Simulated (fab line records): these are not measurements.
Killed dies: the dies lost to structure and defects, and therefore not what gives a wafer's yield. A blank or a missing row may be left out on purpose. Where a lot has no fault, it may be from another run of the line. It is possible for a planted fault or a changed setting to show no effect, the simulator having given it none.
Struck lot and sound lot, side by side | flow nand harc | 17 out of 1302 route steps
Sound: these wafers, L969.3, L969.4, L969.5. Wafers struck: L977.4, L977.5, L977.6. The cause comes at the end.
Order at every step that has rows: each side's tool, ch and its chambers, its first start. Under that, the readings that differ: sound wafers | struck wafers | difference of the means | sigmas: that difference in standard deviations of wafers without a fault.
alike: words and numbers the same on both sides, and readings whose means are apart by under 2 such deviations; not compared: readings that were withheld, readings missing a value for some wafer, numbers with overlapping values and no deviation given by the record, and bounds like >300 which may hide the same value.
Wherever a step has rows on one side only, a row that says differs or no value, or a row with sigmas, the two part there. Numbers that don't overlap but have no deviation are shown without sigmas and don't part them. A reading missing from all wafers of one side parts the sides only when that side holds two or more wafers.

first, 2 steps without rows for these wafers: NHARC_P_STI_SRD_39; NHARC_P_STI_OXIDE_40 (material SiO2, target thk 10 nm, ox time 1362 s).
NHARC_P_STI_INSPECT_25:
  struck on defect inspect-01, day 10 02:28; sound on defect inspect-02, day 6 12:07
  alike: raw defect count
then, 9 steps without rows for these wafers: NHARC_P_GATE_ETCH_69 (etches SiO2 in dHF, target depth 14 nm); NHARC_P_GATE_PRECLEAN_70 (cleans in SC1); NHARC_P_GATE_SRD_01; NHARC_P_GATE_OXIDE_02 (material SiO2, target thk 37.5 nm, ox time 365 s); NHARC_P_GATE_DEHYDRATE_03 (time 120 s); NHARC_P_GATE_HMDS_04 (time 30 s); NHARC_P_GATE_COAT_05; NHARC_P_GATE_SOFTBAKE_06 (time 95 s); NHARC_P_GATE_EBR_07.
NHARC_P_GATE_EXPOSE_08: exposes mask P HV.
  sound on krf scanner-02 ch 0, day 6 22:20; struck on krf scanner-02 ch 0, day 10 10:43
  reading | sound                | struck                  | difference | sigmas
  mask    | P_HV#0 P_HV#0 P_HV#0 | P_PSD#0 P_PSD#0 P_PSD#0 | differs    |
then, 2 steps without rows for these wafers: NHARC_P_GATE_PEB_09 (peb time 85 s); NHARC_P_GATE_DEVELOP_10 (time 70 s).
NHARC_P_GATE_CD_MEAS_11 targets a cd of 1640 nm.
  sound on cd sem-01 ch 0, day 6 22:29; struck on cd sem-02 ch 0, day 10 10:52
  reading    | sound                | struck | difference                    | sigmas
  cd nm (nm) | 1639.7 1640.0 1644.2 | - - -  | no value on the struck wafers |
then, 1 step without rows for these wafers: NHARC_P_GATE_HARDBAKE_12 (time 80 s).

WHERE THEY PART
At NHARC_P_GATE_EXPOSE_08 first; at NHARC_P_GATE_CD_MEAS_11 last (within this record only).

WHY: the cause the simulator had injected
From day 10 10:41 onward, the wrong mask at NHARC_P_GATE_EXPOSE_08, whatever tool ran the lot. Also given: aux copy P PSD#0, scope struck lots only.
